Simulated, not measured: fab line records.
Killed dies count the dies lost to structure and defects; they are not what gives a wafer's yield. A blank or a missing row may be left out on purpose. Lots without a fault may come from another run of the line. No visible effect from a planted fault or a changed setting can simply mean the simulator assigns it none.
Matching of chambers :: flow n5Finfet :: 4 sister chambers for N5_BEOL_M3_ETCH_69 on rieDiel-05
The step etches SiARC in CF4, target depth 15.6 nm, time 26 s. 4 wafers are shown with their chamber, then 12 later ones without.

WAFERS PAIRED WITH THEIR CHAMBERS
wafer: L086.2
chamber: 3
throttleValvePct (%): 15.53

wafer: L089.3
chamber: 1
throttleValvePct (%): 16.00

wafer: L089.4
chamber: 0
throttleValvePct (%): 15.15

wafer: L089.6
chamber: 2
throttleValvePct (%): 16.00

WAFERS WITHOUT THEIR CHAMBER
wafer: L090.2
throttleValvePct (%): 16.00

wafer: L090.4
throttleValvePct (%): 15.16

wafer: L090.6
throttleValvePct (%): 16.02

wafer: L097.2
throttleValvePct (%): 16.02

wafer: L097.3
throttleValvePct (%): 15.19

wafer: L097.5
throttleValvePct (%): 16.01

wafer: L096.1
throttleValvePct (%): 15.54

wafer: L096.2
throttleValvePct (%): 16.01

wafer: L096.3
throttleValvePct (%): 16.00

wafer: L096.4
throttleValvePct (%): 15.16

wafer: L096.5
throttleValvePct (%): 15.55

wafer: L096.6
throttleValvePct (%): 15.18

WHICH CHAMBER EACH ONE RAN IN
wafer: L090.2
from the rows above: can't be placed: 1 or 2
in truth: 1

wafer: L090.4
from the rows above: 0
in truth: 0

wafer: L090.6
from the rows above: can't be placed: 1 or 2
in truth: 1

wafer: L097.2
from the rows above: can't be placed: 1 or 2
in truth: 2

wafer: L097.3
from the rows above: 0
in truth: 0

wafer: L097.5
from the rows above: can't be placed: 1 or 2
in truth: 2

wafer: L096.1
from the rows above: 3
in truth: 3

wafer: L096.2
from the rows above: can't be placed: 1 or 2
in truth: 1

wafer: L096.3
from the rows above: can't be placed: 1 or 2
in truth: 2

wafer: L096.4
from the rows above: 0
in truth: 0

wafer: L096.5
from the rows above: 3
in truth: 3

wafer: L096.6
from the rows above: 0
in truth: 0
Correct placement for 6 of the 12. From these rows, 6 cannot be placed; in 6 the true chamber is one of the candidates. Number placed wrongly: 0.
How it was worked out, from the rows above alone: a wafer's distance from a chamber is the root of the sum, over the readings, of the square of ((its reading less the chamber's mean) divided by the reading's scatter). If the next closest chamber is less than 2 further off than the closest, the wafer can't be placed; otherwise it belongs to the closest. For every chamber, the mean is computed from those of its wafers that are shown. The scatter: with one shown wafer a chamber, the root of the mean of the squares of how far each hidden wafer lies from its nearest shown one.
